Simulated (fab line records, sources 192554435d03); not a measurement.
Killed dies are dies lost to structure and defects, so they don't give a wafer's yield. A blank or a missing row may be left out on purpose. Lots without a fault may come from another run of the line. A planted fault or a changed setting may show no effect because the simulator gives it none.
Split-lot experiment | flow n5_finfet | 7 lots, 21 wafers read, on a route of 1938 steps

THE SPLIT
At N5_BEOL_M15_COAT_04 (resist thk 800 nm), the setting spin_rpm was moved away from the recipe's 1704 rpm on 5 of the 21 wafers read, by -9.4% to +7.9%. The other wafers ran this setting at the recipe's value.

FROM THE SPLIT TO THE READING: what the file shows between them, 4 steps
- N5_BEOL_M15_EBR_06
- N5_BEOL_M15_SOFTBAKE_05: time 60 s
- N5_BEOL_M15_DESCUM_15: chemistry O2, time 7.9 s
- N5_BEOL_M15_ETCH_59: etches BARC in N2/H2, target depth 89 nm, overetch 26.7 nm, time 67.9 s

THE READING
coat_of_BEOL_M15_COAT_04.thk_nm (the simulator's own value, which no gauge read), in nm, at N5_BEOL_M15_VIA_ETCH_16 (etches SiO2 in C4F8/O2/Ar, target depth 1792.2 nm). The file gives no usual value for it. The 16 wafers here that ran the recipe average 337.9 nm, standard deviation 5.9 nm.

wafer  | tool, chamber at the split | spin_rpm as run, rpm | against the recipe | coat_of_BEOL_M15_COAT_04.thk_nm, nm | against lot-mates on the recipe
L075.1 | litho_track-04, 0          | 1704                 | recipe             | 341                                 | -
L075.3 | litho_track-04, 0          | 1704                 | recipe             | 342.6                               | -
L075.4 | litho_track-04, 0          | 1704                 | recipe             | 333                                 | -
L076.1 | litho_track-05, 0          | 1704                 | recipe             | 333                                 | -
L076.2 | litho_track-05, 0          | 1761                 | +3.3%              | 334.6                               | -0.5
L076.6 | litho_track-05, 0          | 1704                 | recipe             | 337.2                               | -
L077.2 | litho_track-05, 0          | 1704                 | recipe             | 333.6                               | -
L077.5 | litho_track-05, 0          | 1651                 | -3.1%              | 340.4                               | +6.8
L077.6 | litho_track-05, 0          | 1651                 | -3.1%              | 348.2                               | +14.6
L080.4 | litho_track-04, 0          | 1704                 | recipe             | 336                                 | -
L080.5 | litho_track-04, 0          | 1704                 | recipe             | 332.8                               | -
L080.6 | litho_track-04, 0          | 1704                 | recipe             | 330.6                               | -
L087.1 | litho_track-04, 0          | 1704                 | recipe             | 353.2                               | -
L087.2 | litho_track-04, 0          | 1543                 | -9.4%              | 385.6                               | +39.7
L087.4 | litho_track-04, 0          | 1704                 | recipe             | 338.6                               | -
L089.2 | litho_track-05, 0          | 1838                 | +7.9%              | 306.4                               | -32.1
L089.3 | litho_track-05, 0          | 1704                 | recipe             | 344.8                               | -
L089.5 | litho_track-05, 0          | 1704                 | recipe             | 332.2                               | -
L090.1 | litho_track-04, 0          | 1704                 | recipe             | 343                                 | -
L090.2 | litho_track-04, 0          | 1704                 | recipe             | 342                                 | -
L090.4 | litho_track-04, 0          | 1704                 | recipe             | 333.4                               | -

THE FIT
A straight line over all 21 wafers: coat_of_BEOL_M15_COAT_04.thk_nm changes by -4.12 nm for each +1% of spin_rpm; r = -0.88; the points scatter about the line by 6.7 nm.
The same after taking each lot's own level away (the mean of its wafers on the recipe; 21 wafers): -3.82 nm for each +1%; r = -0.91; scatter 5.2 nm.
On that fit, the largest move of spin_rpm shifts the reading by 36 nm.
The lots' own levels span 333.13 to 345.90 nm, that is 2.2 times the standard deviation above.
So the lot-to-lot level changes the slope little: the two slopes agree.
Check: with one of the wafers moved furthest among these (-9.4%) left out of the fit, the line predicts +33.3 nm for it against its lot-mates. It came out at +39.7 nm against them.

OTHER SPLITS ON THESE WAFERS
These wafers also went through other splits before the reading. Each is held against what the fit with the lots' levels taken away leaves over:
other split on the same wafers    | wafers away from the commonest value | r with coat_of_BEOL_M15_COAT_04.thk_nm (lot level and that fit taken away)
N5_BEOL_M12_ETCH_68 time_s        | 6                                    | +0.02
N5_BEOL_M12_TRENCH_ETCH_34 time_s | 6                                    | +0.16
N5_BEOL_M14_COAT_58 spin_rpm      | 9                                    | -0.05
N5_BEOL_M14_PEB_08 peb_time_s     | 8                                    | -0.22

THE WHOLE CHAIN: every reading that the file lists as answering this split, in the file's order
step                    | what it does                                      | reading                                                                          | change (the file's fit)              | r (the file's)
N5_BEOL_M15_COAT_04     | resist thk 800 nm                                 | coat_of_BEOL_M15_COAT_04.thk_nm (the simulator's own value, which no gauge read) | -4.21 nm for each +1% of the setting | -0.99
N5_BEOL_M15_VIA_ETCH_16 | etches SiO2 in C4F8/O2/Ar, target depth 1792.2 nm | coat_of_BEOL_M15_COAT_04.thk_nm (the simulator's own value, which no gauge read) | -3.85 nm for each +1% of the setting | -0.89

THE FILE'S OWN FIT
coat_of_BEOL_M15_COAT_04.thk_nm changes by -3.85 nm for each +1% of spin_rpm, r = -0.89.
